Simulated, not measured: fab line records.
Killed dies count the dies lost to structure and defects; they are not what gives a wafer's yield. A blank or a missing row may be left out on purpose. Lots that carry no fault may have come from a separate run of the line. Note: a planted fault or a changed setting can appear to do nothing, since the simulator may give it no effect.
Struck lot and sound lot, side by side -- flow n5 finfet -- 37 out of 1938 route steps
Sound: wafers L350.2, L350.3, L350.6. Wafers L347.1, L347.2, L347.5 were the ones struck. The cause is named last.
At each step with rows: each side's tool, then ch and its chambers, then its first start. Under that, the readings that differ: sound wafers -- struck wafers -- difference of the means -- sigmas: that difference in standard deviations of wafers without a fault.
alike: readings whose means differ by less than 2 such deviations, and words and numbers that are the same on both sides. not compared: withheld readings, readings that some wafer has no value for, bounds like >300 that may hide the same value, and numbers for which the record gives no deviation and whose values overlap.
Wherever a step has rows on one side only, a row that says differs or no value, or a row with sigmas, the two part there. When numbers do not overlap yet have no deviation, they are printed without sigmas and do not part them. A reading missing from all wafers of one side parts the sides only when that side holds two or more wafers.

first, 9 steps without rows for these wafers: N5_BEOL_M4_ANNEAL_95 (time 240 s); N5_BEOL_M4_SPUTTER_96 (material Cu, target thk 4.5 nm, time 8.29 s); N5_BEOL_M4_ECD_50 (material Cu, target thk 300 nm); N5_BEOL_M4_ANNEAL_51 (time 90 s); N5_BEOL_M4_CMP_52 (polishes, stops on SiOC, t overpolish 6.8 s, target thk 40 nm); N5_BEOL_M4_PRE_CLEAN_60 (time 15 s); N5_BEOL_M4_CO_CAP_55 (material Co, precursor CCTBA/H2, target thk 2 nm, time 102.1 s); N5_BEOL_M4_PRE_CLEAN_56 (time 15 s); N5_BEOL_M4_DEP_57 (deposits SiCN from 3MS/NH3, target thk 8 nm, time 14 s).
N5_BEOL_M4_RC_MEAS_101:
  sound on prober-01 ch 0, day 12 03:59; struck on prober-01 ch 0, day 12 05:40
  alike: DIBL_N, DIBL_P, IOFF_N, IOFF_P, ION_N, ION_P, SS_N, SS_P, VT_N, VT_P
then, 24 steps without rows for these wafers: N5_BEOL_M5_ILD_DEP_00 (deposits SiCOH lowk from DEMS/porogen, target thk 140.64 nm, time 25.9 s); N5_BEOL_M5_CURE_79 (cures SiCOH lowk, time 240 s); N5_BEOL_M5_PECVD_70 (deposits SiO2 from TEOS/O2, target thk 16 nm, time 18 s); N5_BEOL_M5_HM_DEP_02 (deposits TiN, target thk 20 nm); N5_BEOL_M5_COAT_59 (time 60 s, resist thk 60 nm); N5_BEOL_M5_COAT_60 (time 60 s, resist thk 12 nm); N5_BEOL_M5_COAT_71 (time 60 s, resist thk 5 nm); N5_BEOL_M5_COAT_05 (resist thk 30 nm); N5_BEOL_M5_EBR_07; N5_BEOL_M5_SOFTBAKE_06 (time 60 s); N5_BEOL_M5_EXPOSE_08 (exposes mask M5, target cd 28 nm); N5_BEOL_M5_PEB_09 (peb time 60 s); N5_BEOL_M5_DEVELOP_10 (develop time 30 s); N5_BEOL_M5_DESCUM_16 (chemistry O2, time 7 s); N5_BEOL_M5_ETCH_72 (etches underlayer in N2/H2, target depth 6.5 nm, time 5.2 s); N5_BEOL_M5_ETCH_61 (etches SiARC in CF4, target depth 15.6 nm, time 26 s); N5_BEOL_M5_ETCH_62 (etches SOC in N2/H2, target depth 75 nm, overetch 15 nm, time 112.5 s); N5_BEOL_M5_STRIP_63 (strips in N2/H2); N5_BEOL_M5_STRIP_73 (strips in N2/H2); N5_BEOL_M5_STRIP_64 (strips in CF4); N5_BEOL_M5_HM_OPEN_17 (chemistry Cl2/BCl3, target TiN, target depth 20 nm, overetch 6 nm); N5_BEOL_M5_STRIP_19 (strips in O2); N5_BEOL_M5_COAT_65 (time 60 s, resist thk 60 nm); N5_BEOL_M5_COAT_66 (time 60 s, resist thk 12 nm).
N5_BEOL_M9_ALD_74: deposits TaN, target thk 2 nm, pulse time 2 s, purge time 3 s.
  sound on ald metal-02 ch 1,2, day 14 02:50; struck on ald metal-02 ch 1,2,3, day 14 02:14
  no value came back on the struck wafers for ald cycles, chamber pressure Torr (Torr), heater power w (W), precursor vessel pressure torr (Torr); on the sound wafers ald cycles reads 40 40 40
N5_BEOL_M9_CMP_52: polishes, stops on SiCOH lowk, t overpolish 7 s, target thk 140 nm.
  sound on cmp-03 ch 1,2, day 14 04:08; struck on cmp-04 ch 2,3, day 14 03:35
reading,sound,struck,difference,sigmas
barrier field endpoint s (s),29.0 29.3 28.3,25.0 25.6 26.4,-3.2,-4
  alike: clearing platen down force psi, motor current A, slurry filter dp kPa
-- record jumps: 2 days separate the struck wafers' starts on either side; left off in module BEOL_M9, taken up again in module PASSIVATION, whose first shown step is the route's number 1936 --
N5_PASSIVATION_PROBE_49:
  sound: prober-01 at day 16 18:35; struck: prober-01 at day 16 12:32
reading,sound,struck,difference,sigmas
defect limited yield (%),92.3 92.9 91.0,0 0 0,-92,-54
killed_at_M4_up,12 18 11,1109 1091 1044,+1068,+99 or more
killed dies,91 84 106,1180 1180 1180,+1086,+54
killed on rim,16 10 20,152 152 152,+137,+33
sort_bin_4_leakage (%),0 0 0,93.39 91.61 86.95,+90.65,+99 or more
sort n pass,1089 1096 1074,0 0 0,-1086,-54
sort yield pct (%),92.3 92.9 91.0,0 0 0,-92,-54
  alike: killed_at_M0_to_M3, killed at contacts, killed at front end, killed at other, killed open, killed short, sort_bin_5_function, sort_bin_6_memory

## WHERE THEY PART
Earliest at N5_BEOL_M9_ALD_74; latest, in this record, at N5_PASSIVATION_PROBE_49.

WHY: the cause the simulator had injected
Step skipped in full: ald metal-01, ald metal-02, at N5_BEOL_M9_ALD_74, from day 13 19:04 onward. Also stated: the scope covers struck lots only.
